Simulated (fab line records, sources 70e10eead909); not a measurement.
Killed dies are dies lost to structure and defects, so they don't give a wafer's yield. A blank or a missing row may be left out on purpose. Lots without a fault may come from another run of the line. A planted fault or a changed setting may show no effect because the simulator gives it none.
fab line records | flow nand_harc
record lots=15 wafers=45 last_day=24
route steps=1159 shown A_STAIRCASE@675
lots that met no fault: from a run of the same line without faults
start_h: hours from the record's first day to the start of the lot's first wafer shown | wait_h: hours since the lot's step before | " the same as in the row above | L1.1+2: a row that stands for several wafers | - no value, or no start given | * or withheld: withheld | < > ~ a bound
route shown NAME@n: a module of which the file shows steps, and the number in the route of the first | usual: mean/standard deviation of fault-free wafers | same: alike in all rows | chamber/n: place in a boat | sites: the reading at each site | _std_site: their standard deviation | _edge_site: outer sites' mean less inner sites' | radius_mm: how far each site lies from the wafer's centre | mask NAME#n: copy n | behind: the tool/chamber that last shaped the wafer | hold: why the lot was held/for how many hours/how that ended | device: the transistor (n, p or np) that didn't switch | end of line: the same wafers' tests at the end of the route | a step without rows: its recipe alone | killed: dies lost to structure and defects at the first sort, not the wafer's yield | map: a wafer's dies, x killed, . not, _ none there
set.NAME: the setting as run; set.NAME@STEP: as run at that earlier step | model.NAME: the simulator's own value behind a step, which no gauge read
steps of the route over a sample of lots; a table a step, a row a wafer
services: from which hour (start_h, from the record's first day; less than 0 if before it) a tool's chamber was out of use, for how many hours, and why
## steps
# step NHARC_A_STAIRCASE_HM_DEP_462
# recipe target_thk_a=8000 temp_c=400 material=aC
# usual throttle_valve_pct=35.000/0.0086
# columns lot.wafer tool chamber start_h wait_h throttle_valve_pct
L639.2 acl_dep-03 0 263.93 0.4 34.995
L639.3 " 0 " " 34.996
L639.4 " 0 " " 34.991
L638.1 acl_dep-01 0 265.54 0.8 35.011
L638.2 " 0 " " 35.000
L638.3 " 0 " " 35.000
L641.4 acl_dep-01 0 279.42 1.4 34.996
L641.5 " 0 " " 35.003
L641.6 " 0 " " 35.008
L644.1 acl_dep-03 0 293.53 0.1 35.008
L644.3 " 0 " " 34.999
L644.4 " 0 " " 34.994
L645.3 acl_dep-01 0 307.86 0.7 35.004
L645.4 " 0 " " 34.995
L645.6 " 0 " " 34.998
L646.3 acl_dep-02 0 308.97 0.7 34.998
L646.4 " 0 " " 35.007
L646.6 " 0 " " 34.996
L647.1 acl_dep-01 0 341.90 0.5 34.987
L647.5 " 0 343.13 1.7 35.011
L647.6 " 0 " " 35.000
L651.2 acl_dep-01 0 345.86 1.9 34.991
L651.4 " 0 " " 34.989
L651.6 " 0 " " 34.993
L649.1 acl_dep-03 0 346.20 1.1 34.996
L649.4 " 0 " " 35.006
L649.6 " 0 " " 35.002
L652.1 acl_dep-03 0 348.26 0.1 35.012
L652.2 " 0 " " 35.006
L652.4 " 0 " " 34.989
L655.2 acl_dep-01 0 358.00 0.4 35.001
L655.3 " 0 " " 35.000
L655.4 " 0 " " 34.999
L656.1 acl_dep-03 0 360.01 0.1 34.990
L656.2 " 0 " " 35.004
L656.3 " 0 " " 35.005
L659.2 acl_dep-03 0 386.06 1.4 34.987
L659.5 " 0 " " 34.990
L659.6 " 0 " " 35.013
L658.1 acl_dep-02 0 386.46 0.9 35.023
L658.2 " 0 " " 34.987
L658.3 " 0 " " 35.002
L660.3 acl_dep-03 0 391.86 0.9 35.008
L660.4 " 0 " " 35.002
L660.6 " 0 " " 35.008
# step NHARC_A_STAIRCASE_ETCH_313
# recipe cf4_flow_sccm=100 chf3_flow_sccm=30 ar_flow_sccm=0 rf_w=500 bias_w=200 chemistry=CF4/CHF3
# usual cf4_flow_sccm=100.0/0.32 drypump_motor_current_A=5.8/0.5 oes_product_au=0.937/0.021 rf_vpp_V=369.7/2.3 showerhead_plenum_p_Torr=1.55/0.065 throttle_valve_pct=16.802/0.0091
# columns lot.wafer tool chamber start_h wait_h cf4_flow_sccm drypump_motor_current_A oes_product_au rf_hours_counter_h rf_vpp_V showerhead_plenum_p_Torr throttle_valve_pct
L639.2 rie_diel-13 1 266.59 0.1 99.6 6.4 0.961 63 365.4 1.47 16.802
L639.3 " 3 " " 100.3 5.3 0.959 50 365.8 1.47 16.797
L639.4 " 1 " " 100.4 6.4 0.959 - 367.1 1.47 16.796
L638.2 rie_diel-13 1 268.46 0.2 99.6 6.4 0.929 64 367.6 1.47 16.800
L638.3 " 3 " " 99.9 5.4 0.909 51 367.9 1.47 16.789
L638.1 " 0 " " 100.0 5.4 0.924 61 368.3 1.52 16.794
L641.4 rie_diel-08 1 281.53 0.1 100.3 5.7 0.918 52 369.2 1.53 16.811
L641.5 " 2 " " 100.3 6.3 0.932 - 372.7 1.66 16.810
L641.6 " 3 " " 99.6 5.0 0.922 - 367.7 1.50 16.813
L644.1 rie_diel-13 3 296.46 0.1 99.6 5.3 0.977 4 368.1 1.47 16.804
L644.4 " 1 " " 99.9 6.5 0.958 3 366.9 1.47 16.805
L644.3 " 2 " " 99.9 6.3 0.971 4 371.0 1.54 16.792
L645.4 rie_diel-01 2 310.21 0.1 99.8 6.3 0.924 58 369.8 1.54 16.790
L645.3 " 3 " " 99.3 5.7 0.914 58 370.4 1.58 16.804
L645.6 " 0 " " 100.1 6.2 0.917 - 372.4 1.62 16.793
L646.3 rie_diel-08 3 311.34 0.1 99.7 5.0 0.964 0 368.2 1.50 16.798
L646.4 " 0 " " 100.1 5.6 0.974 0 371.6 1.60 16.811
L646.6 " 2 " " 99.7 6.3 0.954 - 374.2 1.65 16.795
L647.1 rie_diel-08 2 344.99 0.1 100.5 6.3 0.925 18 372.6 1.65 16.816
L647.6 " 3 " " 100.6 5.0 0.926 - 368.4 1.50 16.810
L647.5 " 0 " " 99.6 5.6 0.947 - 372.8 1.60 16.802
L651.2 rie_diel-13 0 348.52 0.1 100.2 5.4 0.920 24 367.9 1.51 16.803
L651.4 " 1 " " 99.6 6.4 0.926 25 366.0 1.46 16.804
L651.6 " 3 " " 99.8 5.4 0.921 - 366.5 1.46 16.781
L649.4 rie_diel-01 3 349.22 0.1 100.1 5.6 0.926 13 369.9 1.58 16.785
L649.1 " 2 " " 100.1 6.3 0.931 13 368.8 1.54 16.807
L649.6 " 0 " " 99.8 6.2 0.914 - 370.9 1.61 16.811
L652.1 rie_diel-08 1 351.22 0.1 100.2 5.7 0.920 19 369.5 1.52 16.809
L652.4 " 2 " " 100.6 6.3 0.924 20 373.3 1.65 16.801
L652.2 " 0 " " 99.7 5.6 0.933 17 371.8 1.60 16.810
L655.2 rie_diel-13 3 360.63 0.1 100.2 5.3 0.931 29 366.2 1.46 16.789
L655.3 " 0 " " 100.1 5.4 0.917 28 369.5 1.51 16.786
L655.4 " 2 " " 100.2 6.3 0.939 29 370.3 1.53 16.816
L656.3 rie_diel-13 1 363.16 0.1 100.4 6.4 0.940 29 366.6 1.46 16.790
L656.1 " 3 " " 99.9 5.3 0.930 29 366.9 1.46 16.810
L656.2 " 0 " " 100.0 5.4 0.936 28 367.6 1.51 16.798
L659.2 rie_diel-01 0 389.96 0.1 100.2 6.2 0.909 25 371.6 1.61 16.816
L659.6 " 0 " " 100.5 6.2 0.917 - 370.5 1.61 16.807
L659.5 " 1 " " 100.4 5.1 0.917 - 372.9 1.64 16.800
L658.3 rie_diel-01 3 390.03 0.1 99.6 5.7 0.945 26 370.6 1.57 16.801
L658.1 " 0 " " 100.4 6.2 0.945 25 372.1 1.61 16.814
L658.2 " 1 " " 100.1 5.1 0.948 23 373.0 1.64 16.801
L660.4 rie_diel-08 1 394.14 0.1 100.3 5.7 0.921 29 368.3 1.52 16.795
L660.3 " 3 " " 99.6 5.0 0.920 22 367.0 1.49 16.816
L660.6 " 1 " " 100.2 5.7 0.925 - 367.6 1.52 16.785
# step NHARC_A_STAIRCASE_ANNEAL_320
# recipe temp_c=750 time_s=1800
# usual run_length_s=1816/4.2 spike_tc_bottom_C=763/3.1 spike_tc_lower_C=751.2/1.5 spike_tc_top_C=757.5/1.9 zone_power_lower_pct=12.1/0.71 zone_power_top_pct=27.0/0.66
# columns lot.wafer tool chamber start_h wait_h run_length_s spike_tc_bottom_C spike_tc_lower_C spike_tc_top_C zone_power_lower_pct zone_power_top_pct
L638.1 furnace-02 0 287.75 - 1819 769 747.1 763.2 13.5 27.9
L638.2 " 0 " " 1819 769 749.5 759.9 13.3 28.0
L638.3 " 0 " " 1819 767 748.3 761.5 13.3 28.7
L639.2 furnace-02 0 287.75 4.2 1815 767 750.2 760.3 13.4 28.3
L639.3 " 0 " " 1815 768 749.4 760.0 13.3 27.8
L639.4 " 0 " " 1815 768 747.8 759.7 13.4 27.4
L641.4 furnace-07 0 301.13 - 1814 761 754.0 757.0 11.6 26.5
L641.5 " 0 " " 1814 761 751.8 757.4 11.8 26.7
L641.6 " 0 " " 1814 761 750.8 757.5 11.6 26.6
L644.1 furnace-07 0 315.34 - 1817 762 751.0 756.0 11.8 26.3
L644.3 " 0 " " 1817 761 751.6 756.4 11.9 26.3
L644.4 " 0 " " 1817 761 751.6 756.0 11.6 26.6
L645.3 furnace-07 - 329.98 - - - - - - -
L645.4 " - " " - - - - - -
L645.6 " - " " - - - - - -
L646.3 furnace-07 - 329.98 - - - - - - -
L646.4 " - " " - - - - - -
L646.6 " - " " - - - - - -
L647.1 furnace-07 - 365.32 - - - - - - -
L647.5 " - " " - - - - - -
L647.6 " - " " - - - - - -
L649.1 furnace-02 0 372.09 - 1814 767 749.0 761.5 13.2 28.1
L649.4 " 0 " " 1814 768 749.8 760.3 13.2 28.5
L649.6 " 0 " " 1814 768 748.8 759.7 13.4 28.4
L651.2 furnace-02 0 372.09 - 1823 768 748.8 760.6 13.1 28.2
L651.4 " 0 " " 1823 769 748.9 758.8 13.3 27.9
L651.6 " 0 " " 1823 769 751.6 759.9 13.3 28.0
L652.1 furnace-07 0 379.77 - 1817 763 749.2 756.2 11.6 26.7
L652.2 " 0 " " 1817 763 749.9 755.1 11.8 26.6
L652.4 " 0 " " 1817 761 751.0 756.1 11.7 26.8
L655.2 furnace-07 0 379.77 - 1817 761 751.9 755.3 11.4 26.7
L655.3 " 0 " " 1817 762 751.6 757.4 11.7 26.9
L655.4 " 0 " " 1817 760 750.9 757.2 11.8 27.0
L656.1 furnace-07 0 379.77 - 1818 761 752.1 756.6 11.7 26.7
L656.2 " 0 " " 1818 761 753.1 756.4 11.7 26.5
L656.3 " 0 " " 1818 760 752.1 757.5 11.7 26.1
L658.1 furnace-07 0 414.04 - 1819 762 750.8 757.2 11.6 26.7
L658.2 " 0 " " 1819 762 752.0 758.3 11.7 26.6
L658.3 " 0 " " 1819 764 753.8 757.1 11.6 26.3
L659.2 furnace-07 0 414.04 - 1810 761 750.7 754.5 11.6 26.9
L659.5 " 0 " " 1810 762 751.3 756.6 11.7 26.3
L659.6 " 0 " " 1810 762 752.3 755.7 11.5 26.5
L660.3 furnace-07 0 414.04 - 1810 761 751.9 755.7 11.7 26.7
L660.4 " 0 " " 1810 761 751.3 756.1 11.6 26.6
L660.6 " 0 " " 1810 760 750.9 757.0 11.9 27.0
# step NHARC_A_STAIRCASE_DEP_325
# recipe target_thk_a=38000 temp_c=400 target_thk_nm=3800 teos_flow_sccm=200 rf_w=500 material=SiO2
# usual heater_power_w=680/80
# columns lot.wafer tool chamber start_h wait_h heater_power_w
L639.2 pecvd-02 2 298.98 0.1 595
L639.3 " 0 " " 697
L639.4 " 0 " " 604
L638.2 pecvd-01 0 298.98 0.1 677
L638.1 " 1 " " 754
L638.3 " 2 " " 658
L641.5 pecvd-03 1 312.64 0.3 621
L641.4 " 2 " " 725
L641.6 " 0 " " 700
L644.1 pecvd-01 1 328.79 0.2 809
L644.3 " 2 " " 736
L644.4 " 0 " " 584
L645.3 pecvd-03 2 344.21 0.3 850
L645.6 " 1 " " 634
L645.4 " 2 " " 721
L646.3 pecvd-01 2 344.22 0.3 635
L646.6 " 0 " " 616
L646.4 " 2 " " 608
L647.1 pecvd-01 1 376.11 0.2 709
L647.5 " 1 " " 677
L647.6 " 0 " " 608
L651.2 pecvd-01 1 386.17 0.1 785
L651.6 " 1 " " 667
L651.4 " 0 " " 598
L649.1 pecvd-03 2 386.28 0.2 878
L649.4 " 2 " " 731
L649.6 " 0 " " 678
L656.1 pecvd-03 2 390.24 0.1 840
L656.2 " 0 " " 865
L656.3 " 1 " " 698
L655.3 pecvd-01 0 390.34 0.2 714
L655.2 " 1 " " 851
L655.4 " 0 " " 604
L652.1 pecvd-02 0 390.74 0.6 639
L652.2 " 1 " " 625
L652.4 " 0 " " 584
L658.2 pecvd-03 2 424.45 0.1 859
L658.1 " 0 " " 854
L658.3 " 1 " " 741
L659.2 pecvd-02 2 424.55 0.2 721
L659.5 " 2 " " 624
L659.6 " 0 " " 593
L660.3 pecvd-03 0 425.21 0.8 737
L660.4 " 1 " " 639
L660.6 " 0 " " 694
## services
# columns tool chamber start_h hours kind
pecvd-01 0 250.35 - clean
pecvd-01 1 250.35 - clean
pecvd-01 2 250.35 - clean
furnace-02 - 250.75 6.2 repair
pecvd-02 1 252.77 4.7 repair
rie_diel-13 0 255.42 - clean
rie_diel-13 1 255.42 - clean
rie_diel-13 2 255.42 - clean
rie_diel-13 3 255.42 - clean
rie_diel-01 3 255.91 4.9 repair
rie_diel-13 2 260.54 17.9 repair
rie_diel-13 - 276.21 9.0 pm
rie_diel-13 0 276.21 9.0 vent_cycle
pecvd-02 1 278.56 7.6 repair
pecvd-03 - 292.15 13.0 pm
acl_dep-01 - 294.12 13.0 pm
rie_diel-08 - 302.16 9.0 pm
rie_diel-01 - 314.85 9.0 pm
pecvd-03 - 328.43 0.9 repair
pecvd-02 - 334.22 13.0 pm
acl_dep-02 - 352.23 13.0 pm
pecvd-03 - 356.19 0.5 repair
acl_dep-03 - 408.43 13.0 pm
pecvd-01 - 418.35 13.0 pm
## key
first_sign step=NHARC_A_STAIRCASE_ANNEAL_320 reading=tool_record direction=missing
effect none on later readings
met_at NHARC_A_STAIRCASE_ANNEAL_320
struck_lots L645,L646,L647
later_rows_left_out L645.3,L645.4,L645.6,L646.3,L646.4,L646.6,L647.1,L647.5,L647.6
sort_left_out L645.3,L645.4,L645.6,L646.3,L646.4,L646.6,L647.1,L647.5,L647.6
tester_left_out L645,L646,L647
not_acting_at NHARC_A_STAIRCASE_HM_DEP_462,NHARC_A_STAIRCASE_ETCH_313,NHARC_A_STAIRCASE_DEP_325
onset_between 315.34 329.98
fault kind=skipped_step_whole tool=furnace-07 chamber=- onset_h=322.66 steps=NHARC_A_STAIRCASE_ANNEAL_320 scope=struck_lots_only
# tester_left_out: of these lots the tester's yield and bins aren't shown, on N5 and GAA mostly nor the transistor test; their killed dies are dies lost to structure and defects alone, not to doping, threshold or leakage, so they don't give the yield
# sort_left_out: the simulated sort isn't trusted on such a fault, so these wafers' sort isn't shown, and their yield isn't known
# later_rows_left_out: the simulator's readings of these wafers behind a module that went badly wrong aren't trusted and aren't shown, but for the sort
